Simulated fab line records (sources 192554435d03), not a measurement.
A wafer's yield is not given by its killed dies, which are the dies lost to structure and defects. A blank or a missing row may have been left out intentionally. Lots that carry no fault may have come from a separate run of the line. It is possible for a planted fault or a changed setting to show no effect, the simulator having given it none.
Comparing a struck lot with a sound one / flow n5_finfet / 16 steps out of a route of 1938
Sound: wafers L149.2, L149.4, L149.6. Struck: wafer L162.5 (L162.4, L162.6, from the same lot, were not struck and are left out); the cause is given at the end.
Per side, at each step with rows, come the tool, then ch with its chambers, and then its first start. Under that, the readings that differ: sound wafers / struck wafers / difference of the means / sigmas: that difference in standard deviations of wafers without a fault.
alike: same words and numbers on both sides, and readings whose means sit less than 2 such deviations apart. not compared: any withheld reading, any reading some wafer has no value for, any bound like >300 that may hide the same value, and any number with overlapping values for which the record gives no deviation.
Wherever a step has rows on one side only, a row that says differs or no value, or a row with sigmas, the two part there. Numbers that don't overlap but have no deviation are shown without sigmas and don't part them. A reading that every wafer of one side lacks parts them only if that side has two wafers or more.

first, 1 step without rows for these wafers: N5_BEOL_M3_DEVELOP_27 (develop time 30 s).
N5_BEOL_M3_CD_MEAS_28: target cd 25.7 nm, target cd y 23.3 nm.
  sound on cd_sem-01 ch 0, day 6 20:57; struck on cd_sem-01 ch 0, day 10 10:55
  alike: cd_nm
N5_BEOL_M3_OVL_MEAS_29:
  sound on overlay-01 ch 0, day 6 20:59; struck on overlay-01 ch 0, day 10 10:58
  alike: V2_OVL
N5_BEOL_M3_INSPECT_30: inspects for defects (brightfield).
  struck on defect_inspect-01, day 10 11:00; sound on defect_inspect-01, day 6 21:02
  alike: raw_defect_count
N5_BEOL_M3_DESCUM_33: chemistry O2, time 7 s.
  sound on rie_diel-01 ch 1,2, day 6 21:04; struck on rie_diel-01 ch 2, day 10 11:05
  alike: drypump_motor_current_A, oes_product_au, rf_vpp_V, showerhead_plenum_p_Torr, throttle_valve_pct
  not compared: rf_hours_counter_h
then, 1 step without rows for these wafers: N5_BEOL_M3_ETCH_77 (etches underlayer in N2/H2, target depth 6.5 nm, time 5.2 s).
N5_BEOL_M3_ETCH_69: etches SiARC in CF4, target depth 15.6 nm, time 26 s.
  sound on rie_diel-01 ch 1,2, day 6 21:07; struck on rie_diel-01 ch 2, day 10 11:10
  alike: bias_w, cf4_flow_sccm, drypump_motor_current_A, etch_rf_on_time_s, oes_product_au, rf_vpp_V, showerhead_plenum_p_Torr, throttle_valve_pct
  not compared: rf_hours_counter_h
N5_BEOL_M3_ALD_98: deposits SiO2, target thk 2.5 nm, pulse time 1 s, co reactant pulse time 1 s.
  sound on ald_sin-04 ch 1,2, day 6 21:26; struck on ald_sin-01 ch 0, day 10 11:13
  alike: heater_power_w, precursor_pulse_height_rel
N5_BEOL_M3_ETCHBACK_99: etches SiO2 in CHF3, target depth 5 nm, time 10.4 s.
  sound on rie_diel-03 ch 0,2, day 7 03:16; struck on rie_diel-01 ch 3, day 10 16:28
  alike: bias_w, drypump_motor_current_A, oes_f_703_au, oes_product_au, rf_vpp_V, showerhead_plenum_p_Torr, throttle_valve_pct
  not compared: rf_hours_counter_h
N5_BEOL_M3_ETCH_70: etches SOC in N2/H2, target depth 80 nm, overetch 16 nm, time 120 s.
  sound on rie_diel-03 ch 0,2, day 7 03:18; struck on rie_diel-01 ch 3, day 10 16:31
  alike: bias_w, drypump_motor_current_A, oes_product_au, rf_vpp_V, run_length_s, showerhead_plenum_p_Torr, throttle_valve_pct
  not compared: rf_hours_counter_h
then, 2 steps without rows for these wafers: N5_BEOL_M3_STRIP_71 (strips in N2/H2); N5_BEOL_M3_STRIP_78 (strips in N2/H2).
N5_BEOL_M3_VIA_ETCH_34: etches the open film in C4F6/O2, target depth 69.4 nm, time 65.9 s.
  sound on rie_diel-03 ch 0,2, day 7 03:24; struck on rie_diel-01 ch 3, day 10 16:36
reading=run_length_s (s); sound=89.5 89.6 89.4; struck=81.0; difference=-8.5; sigmas=-21
reading=model.etch.depth_nm (nm); sound=69.85 65.64 65.85; struck=58.35; difference=-8.76; sigmas=
reading=model.SOC_of_BEOL_M3_COAT_67.thk_nm (nm); sound=51.2 51.8 51.8; struck=53; difference=+1; sigmas=
  alike: drypump_motor_current_A, oes_f_703_au, oes_product_au, rf_vpp_V, showerhead_plenum_p_Torr, throttle_valve_pct
  not compared: bias_w, rf_hours_counter_h
then, 1 step without rows for these wafers: N5_BEOL_M3_STRIP_83 (strips in C4F6/O2).
N5_BEOL_M4_RC_MEAS_101:
  sound on prober-01 ch 0, day 7 17:30; struck on prober-02 ch 0, day 11 07:40
  alike: DIBL_N, DIBL_P, IOFF_N, IOFF_P, ION_N, ION_P, SS_N, SS_P, VT_N, VT_P
then, 1 step without rows for these wafers: N5_PASSIVATION_PROBE_49.

## WHERE THEY PART
Only at N5_BEOL_M3_VIA_ETCH_34, within this record. Later steps at which nothing parts them and some readings are alike: N5_BEOL_M4_RC_MEAS_101.

WHY: what the simulator had put in
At N5_BEOL_M3_VIA_ETCH_34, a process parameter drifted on rie_diel-01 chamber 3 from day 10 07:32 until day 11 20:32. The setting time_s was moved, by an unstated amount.
